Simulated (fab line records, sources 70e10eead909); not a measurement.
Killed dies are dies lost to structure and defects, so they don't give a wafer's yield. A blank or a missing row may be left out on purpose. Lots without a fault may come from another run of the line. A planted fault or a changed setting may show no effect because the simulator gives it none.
Which tool did it? | flow nand_harc | 11 lots, 33 wafers sampled, at 6 steps of a route of 1302

WHAT THE GAUGES READ, wafer by wafer
NHARC_P_STI_CD_MEAS_09: target cd 200 nm. Usual: cd_nm 199 nm, standard deviation 3.8.
lot  | measured     | on        | cd_nm (nm)  | flag
L701 | day 2 20:23  | cd_sem-02 | 196 196 202 |
L702 | day 3 05:50  | cd_sem-01 | 195 199 194 |
L706 | day 4 21:08  | cd_sem-03 | 234 233 233 | OFF
L707 | day 5 07:34  | cd_sem-03 | 202 204 201 |
L710 | day 6 16:05  | cd_sem-03 | 210 203 201 |
L716 | day 9 03:10  | cd_sem-01 | 194 194 198 |
L717 | day 9 10:41  | cd_sem-01 | 196 200 195 |
L719 | day 10 08:41 | cd_sem-03 | 192 192 196 |
L720 | day 10 18:52 | cd_sem-01 | 201 197 200 |
L721 | day 11 06:04 | cd_sem-03 | 201 199 199 |
L723 | day 11 22:31 | cd_sem-03 | 204 203 198 |

NHARC_P_STI_OCD_MEAS_17. Usual: trench_depth_nm 301 nm, standard deviation 5.4; trench_foot_cd_nm 157 nm, standard deviation 3.9.
lot  | measured     | on     | trench_depth_nm (nm) | trench_foot_cd_nm (nm) | flag
L701 | day 2 21:10  | ocd-02 | 300 297 301          | 153 155 160            |
L702 | day 3 06:37  | ocd-01 | 312 306 314          | 152 157 150            |
L706 | day 4 21:56  | ocd-02 | 304 308 309          | 192 189 190            | OFF
L707 | day 5 08:21  | ocd-02 | 299 308 295          | 160 161 160            |
L710 | day 6 16:53  | ocd-01 | 307 294 302          | 167 162 158            |
L716 | day 9 03:59  | ocd-02 | 298 305 303          | 153 151 156            |
L717 | day 9 11:28  | ocd-01 | 311 295 309          | 153 159 151            |
L719 | day 10 09:28 | ocd-01 | 307 296 294          | 149 151 155            |
L720 | day 10 19:40 | ocd-01 | 309 300 310          | 158 155 156            |
L721 | day 11 06:52 | ocd-01 | 295 295 294          | 160 157 158            |
L723 | day 11 23:18 | ocd-01 | 306 296 304          | 162 161 155            |

WHICH TOOL RAN EACH LOT (tool, then ch and the chambers of the sampled wafers, then the start)
lot  | NHARC_P_ZERO_WELL_ETCH_65          | NHARC_P_ZERO_WELL_DESCUM_54        | NHARC_P_STI_EXPOSE_06             | NHARC_P_STI_ETCH_15
L701 | rie_diel-09 ch 0,3, day 1 21:30    | rie_diel-02 ch 0,1, day 2 01:55    | krf_scanner-04 ch 0, day 2 20:14  | rie_si-05 ch 0,1, day 2 20:55
L702 | rie_diel-09 ch 0,1,3, day 2 07:22  | rie_diel-09 ch 0,1,2, day 2 11:47  | krf_scanner-04 ch 0, day 3 05:41  | rie_si-06 ch 1,2,3, day 3 06:23
L706 | rie_diel-09 ch 0,3, day 3 23:27    | rie_diel-12 ch 1,3, day 4 03:51    | krf_scanner-04 ch 0, day 4 20:59  | rie_si-02 ch 0,1,3, day 4 21:43
L707 | rie_diel-12 ch 0,2,3, day 4 09:30  | rie_diel-02 ch 0,1,2, day 4 13:40  | krf_scanner-02 ch 0, day 5 07:26  | rie_si-05 ch 0,2,3, day 5 08:08
L710 | rie_diel-09 ch 0,1, day 5 15:34    | rie_diel-09 ch 0,2,3, day 5 20:05  | krf_scanner-02 ch 0, day 6 15:56  | rie_si-06 ch 0,1,3, day 6 16:40
L716 | rie_diel-02 ch 0,1,3, day 8 03:23  | rie_diel-12 ch 0,1,2, day 8 07:57  | krf_scanner-04 ch 0, day 9 03:01  | rie_si-02 ch 0,1,2, day 9 03:44
L717 | rie_diel-09 ch 0,3, day 8 13:21    | rie_diel-02 ch 2,3, day 8 17:48    | krf_scanner-04 ch 0, day 9 10:32  | rie_si-06 ch 0,1,3, day 9 11:14
L719 | rie_diel-12 ch 2,3, day 9 09:22    | rie_diel-12 ch 0,1, day 9 13:54    | krf_scanner-01 ch 0, day 10 08:32 | rie_si-06 ch 0,2,3, day 10 09:14
L720 | rie_diel-12 ch 0,3, day 9 19:29    | rie_diel-12 ch 0,1,3, day 9 23:55  | krf_scanner-04 ch 0, day 10 18:43 | rie_si-06 ch 0,1,3, day 10 19:24
L721 | rie_diel-09 ch 0,2,3, day 10 05:23 | rie_diel-12 ch 0,1,3, day 10 11:04 | krf_scanner-01 ch 0, day 11 05:55 | rie_si-05 ch 0,2,3, day 11 06:38
L723 | rie_diel-09 ch 1,2,3, day 11 01:32 | rie_diel-09 ch 0,1,3, day 11 06:01 | krf_scanner-01 ch 0, day 11 22:22 | rie_si-06 ch 0,2, day 11 23:04
- NHARC_P_ZERO_WELL_ETCH_65: etches the open film in N2/H2, target depth 80 nm, overetch 24 nm, time 87.88 s.
- NHARC_P_ZERO_WELL_DESCUM_54: chemistry O2, time 3 s.
- NHARC_P_STI_EXPOSE_06: exposes mask P STI, target cd 200 nm.
- NHARC_P_STI_ETCH_15: etches the open film in HBr/Cl2, target depth 300 nm, time 100.1 s.

WHAT THE TOOLS THEMSELVES READ (means of the sampled wafers that have a number; where no wafer has one, the mark that the record gives instead)
NHARC_P_ZERO_WELL_ETCH_65. Usual: drypump_motor_current_A 5.7 A, standard deviation 0.37; oes_product_au 1.002 a.u., standard deviation 0.01; rf_vpp_V 430.6 V, standard deviation 2.4; showerhead_plenum_p_Torr 2.05 Torr, standard deviation 0.081; throttle_valve_pct 14.172 %, standard deviation 0.0088.
lot  | tool        | drypump_motor_current_A (A) | oes_product_au (a.u.) | rf_vpp_V (V) | showerhead_plenum_p_Torr (Torr) | throttle_valve_pct (%) | flag
L701 | rie_diel-09 | 5.4                         | 1.007                 | 430.0        | 2.03                            | 14.173                 |
L702 | rie_diel-09 | 5.7                         | 1.002                 | 431.1        | 2.06                            | 14.174                 |
L706 | rie_diel-09 | 5.4                         | 1.008                 | 430.0        | 2.02                            | 14.174                 |
L707 | rie_diel-12 | 5.6                         | 0.996                 | 429.6        | 2.03                            | 14.173                 |
L710 | rie_diel-09 | 5.5                         | 1.001                 | 431.8        | 2.08                            | 14.177                 |
L716 | rie_diel-02 | 5.8                         | 1.008                 | 429.6        | 2.03                            | 14.179                 |
L717 | rie_diel-09 | 5.7                         | 1.004                 | 428.0        | 1.98                            | 14.174                 |
L719 | rie_diel-12 | 5.4                         | 1.000                 | 429.5        | 2.01                            | 14.182                 |
L720 | rie_diel-12 | 5.3                         | 1.009                 | 431.1        | 2.08                            | 14.177                 |
L721 | rie_diel-09 | 5.6                         | 1.001                 | 430.4        | 2.04                            | 14.174                 |
L723 | rie_diel-09 | 5.9                         | 1.005                 | 431.5        | 2.07                            | 14.174                 |

NHARC_P_ZERO_WELL_DESCUM_54. Usual: drypump_motor_current_A 5.7 A, standard deviation 0.35; oes_product_au 1.001 a.u., standard deviation 0.012; rf_vpp_V 57.7 V, standard deviation 0.9; showerhead_plenum_p_Torr 1.91 Torr, standard deviation 0.076; throttle_valve_pct 11.311 %, standard deviation 0.0092.
lot  | tool        | drypump_motor_current_A (A) | oes_product_au (a.u.) | rf_vpp_V (V) | showerhead_plenum_p_Torr (Torr) | throttle_valve_pct (%) | flag
L701 | rie_diel-02 | 6.1                         | 1.011                 | 57.9         | 1.96                            | 11.313                 |
L702 | rie_diel-09 | 5.7                         | 0.981                 | 57.9         | 1.99                            | 11.313                 |
L706 | rie_diel-12 | 5.4                         | 0.978                 | 56.5         | 1.89                            | 11.318                 |
L707 | rie_diel-02 | 5.9                         | 1.001                 | 56.8         | 1.91                            | 11.322                 |
L710 | rie_diel-09 | 5.6                         | 1.013                 | 57.2         | 1.93                            | 11.308                 |
L716 | rie_diel-12 | 5.7                         | 0.999                 | 58.4         | 1.86                            | 11.311                 |
L717 | rie_diel-02 | 5.4                         | 1.002                 | 57.3         | 1.82                            | 11.312                 |
L719 | rie_diel-12 | 5.5                         | 0.996                 | 58.5         | 1.92                            | 11.297                 |
L720 | rie_diel-12 | 5.4                         | 0.999                 | 58.0         | 1.91                            | 11.304                 |
L721 | rie_diel-12 | 5.4                         | 0.997                 | 57.1         | 1.91                            | 11.313                 |
L723 | rie_diel-09 | 5.8                         | 0.997                 | 57.8         | 1.91                            | 11.312                 |

NHARC_P_STI_ETCH_15. Usual: drypump_motor_current_A 5.6 A, standard deviation 0.42; oes_product_au 1.002 a.u., standard deviation 0.012; throttle_valve_pct 26.408 %, standard deviation 0.0088.
lot  | tool      | drypump_motor_current_A (A) | oes_product_au (a.u.) | throttle_valve_pct (%) | flag
L701 | rie_si-05 | 5.2                         | 0.998                 | 26.403                 |
L702 | rie_si-06 | 5.6                         | 1.020                 | 26.409                 |
L706 | rie_si-02 | 5.7                         | 1.011                 | 26.409                 |
L707 | rie_si-05 | 5.4                         | 0.996                 | 26.400                 |
L710 | rie_si-06 | 5.4                         | 1.003                 | 26.405                 |
L716 | rie_si-02 | 5.8                         | 1.001                 | 26.409                 |
L717 | rie_si-06 | 5.4                         | 1.010                 | 26.405                 |
L719 | rie_si-06 | 5.8                         | 0.998                 | 26.405                 |
L720 | rie_si-06 | 5.4                         | 1.011                 | 26.401                 |
L721 | rie_si-05 | 5.4                         | 0.982                 | 26.407                 |
L723 | rie_si-06 | 5.8                         | 1.003                 | 26.406                 |

THE ANSWER, worked out from the rows above alone
Rule: a lot is off if the mean of its wafers that have a number lies more than 3 standard deviations from the usual mean. A lot without any number at a reading at which 4 lots or more have one is off too. The other lots that the step has rows for count as sound. The gauges are gone through in route order, then the tools' own readings, and for those a lot's mean is taken as printed above. The first step at which some lot is off is used, and at that step the reading that is off furthest; a lot without a number counts as furthest.
Off: L706, at NHARC_P_STI_CD_MEAS_09 (cd_nm).
A tool fits if, at a process step before that reading, it ran every lot that is off, and no sound lot after the first of them. The gauges at NHARC_P_STI_CD_MEAS_09 aren't tried: what is off there is off at NHARC_P_STI_OCD_MEAS_17 too, on other tools, and a gauge's error can't cause that. None of those tried fits.

WHAT THE SIMULATOR HAD PUT IN
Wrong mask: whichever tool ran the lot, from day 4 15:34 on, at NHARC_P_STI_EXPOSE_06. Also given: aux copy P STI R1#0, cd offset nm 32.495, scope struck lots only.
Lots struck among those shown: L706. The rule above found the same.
